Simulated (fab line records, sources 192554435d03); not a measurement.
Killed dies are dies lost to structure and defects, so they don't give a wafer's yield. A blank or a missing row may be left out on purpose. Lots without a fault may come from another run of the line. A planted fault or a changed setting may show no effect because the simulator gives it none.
A struck lot beside a sound one | flow n5_finfet | 20 steps out of a route of 1938
Sound: wafers L373.3, L373.4, L373.5. Struck: wafer L382.4. (L382.3, L382.5 of the same lot were not struck and are left out.) The cause comes at the end.
At each step with rows: each side's tool, then ch and its chambers, then its first start. Under that, the readings that differ: sound wafers | struck wafers | difference of the means | sigmas: that difference in standard deviations of wafers without a fault.
alike: readings whose means differ by less than 2 such deviations, and words and numbers that are the same on both sides. not compared: withheld readings, readings that some wafer has no value for, bounds like >300 that may hide the same value, and numbers for which the record gives no deviation and whose values overlap.
The two part at a step that has a row with sigmas, a row that says differs or no value, or rows on one side only. Numbers that don't overlap but have no deviation are shown without sigmas and don't part them. A reading that every wafer of one side lacks parts them only if that side has two wafers or more.

first, 6 steps without rows for these wafers: N5_BEOL_M1_COAT_05 (resist thk 30 nm); N5_BEOL_M1_EBR_07; N5_BEOL_M1_SOFTBAKE_06 (time 60 s); N5_BEOL_M1_EXPOSE_08 (exposes mask M1); N5_BEOL_M1_PEB_09 (peb time 60 s); N5_BEOL_M1_DEVELOP_10 (develop time 30 s).
N5_BEOL_M1_CD_MEAS_11: target cd 17.05 nm.
  sound on cd_sem-03 ch 0, day 7 10:05; struck on cd_sem-03 ch 0, day 9 05:30
  alike: cd_nm
N5_BEOL_M1_OVL_MEAS_12:
  sound on overlay-02 ch 0, day 7 10:08; struck on overlay-01 ch 0, day 9 05:32
  reading     | sound          | struck | difference | sigmas
  M1_OVL (nm) | -1.5 -0.7 -2.0 | 0.3    | +1.7       | +2
N5_BEOL_M1_INSPECT_13: inspects for defects (brightfield).
  sound on defect_inspect-01, day 7 10:11; struck on defect_inspect-01, day 9 05:35
  alike: raw_defect_count
N5_BEOL_M1_DESCUM_16: chemistry O2, time 7 s.
  sound on rie_diel-02 ch 0,1,3, day 7 10:15; struck on rie_diel-02 ch 1, day 9 05:37
  alike: drypump_motor_current_A, oes_product_au, rf_vpp_V, showerhead_plenum_p_Torr, temp_c, throttle_valve_pct
  not compared: rf_hours_counter_h
N5_BEOL_M1_ETCH_74: etches underlayer in N2/H2, target depth 6.5 nm, time 5.2 s.
  sound on rie_diel-02 ch 0,1,3, day 7 10:17; struck on rie_diel-02 ch 1, day 9 05:40
  alike: drypump_motor_current_A, etch_rf_on_time_s, oes_product_au, rf_vpp_V, showerhead_plenum_p_Torr, throttle_valve_pct
  not compared: rf_hours_counter_h
N5_BEOL_M1_ETCH_63: etches SiARC in CF4, target depth 15.6 nm, time 26 s.
  sound on rie_diel-02 ch 0,1,3, day 7 10:18; struck on rie_diel-02 ch 1, day 9 05:40
  alike: drypump_motor_current_A, etch_rf_on_time_s, oes_product_au, rf_vpp_V, showerhead_plenum_p_Torr, throttle_valve_pct
  not compared: rf_hours_counter_h
N5_BEOL_M1_ETCH_64: etches SOC in N2/H2, target depth 75 nm, overetch 15 nm, time 112.5 s.
  sound on rie_diel-02 ch 0,1,3, day 7 10:20; struck on rie_diel-02 ch 1, day 9 05:42
  reading                                    | sound             | struck | difference | sigmas
  temp_c (C)                                 | 39.84 39.73 39.90 | 40.13  | +0.31      | +3
  model.SiARC_of_BEOL_M1_COAT_62.thk_nm (nm) | 7 7 7             | 4.2    | -2.8       |
  model.BEOL_M1.cd_offset_nm (nm)            | -0.2 -0.4 -0.2    | 0.6    | +0.9       |
  alike: drypump_motor_current_A, oes_product_au, rf_vpp_V, showerhead_plenum_p_Torr, throttle_valve_pct
  not compared: rf_hours_counter_h
then, 2 steps without rows for these wafers: N5_BEOL_M1_STRIP_65 (strips in N2/H2); N5_BEOL_M1_STRIP_75 (strips in N2/H2).
N5_BEOL_M1_STRIP_66: strips in CF4.
  sound on rie_diel-02 ch 0,1,3, day 7 10:28; struck on rie_diel-02 ch 1, day 9 05:50
  alike: drypump_motor_current_A, oes_product_au, rf_vpp_V, showerhead_plenum_p_Torr, throttle_valve_pct
  not compared: rf_hours_counter_h
N5_BEOL_M1_HM_OPEN_17: chemistry Cl2/BCl3, target TiN, target depth 20 nm, overetch 6 nm.
  sound on rie_metal-03 ch 0,1, day 7 10:32; struck on rie_metal-02 ch 1, day 9 05:54
  reading                         | sound       | struck | difference | sigmas
  model.BEOL_M1.cd_offset_nm (nm) | -0.2 -0.2 0 | 0.6    | +0.7       |
  alike: drypump_motor_current_A, oes_product_au, throttle_valve_pct
  not compared: rf_hours_counter_h
N5_BEOL_M1_STRIP_19: strips in O2.
  sound on rie_diel-05 ch 0,1,2, day 7 10:37; struck on rie_diel-04 ch 3, day 9 05:59
  reading                     | sound       | struck | difference | sigmas
  drypump_motor_current_A (A) | 6.4 5.8 5.5 | 5.0    | -0.9       | -2
  alike: oes_product_au, rf_vpp_V, showerhead_plenum_p_Torr, temp_c, throttle_valve_pct
  not compared: rf_hours_counter_h
N5_BEOL_M4_RC_MEAS_101:
  sound on prober-02 ch 0, day 9 03:14; struck on prober-02 ch 0, day 11 02:47
  alike: DIBL_N, DIBL_P, IOFF_N, IOFF_P, ION_N, ION_P, SS_N, SS_P, VT_N, VT_P
N5_PASSIVATION_PROBE_49:
  the record has rows for the sound wafers here (prober-01, day 13 09:26) and none for the struck ones

WHERE THEY PART
First at N5_BEOL_M1_OVL_MEAS_12; last, within this record, at N5_PASSIVATION_PROBE_49.

WHY: what the simulator had put in
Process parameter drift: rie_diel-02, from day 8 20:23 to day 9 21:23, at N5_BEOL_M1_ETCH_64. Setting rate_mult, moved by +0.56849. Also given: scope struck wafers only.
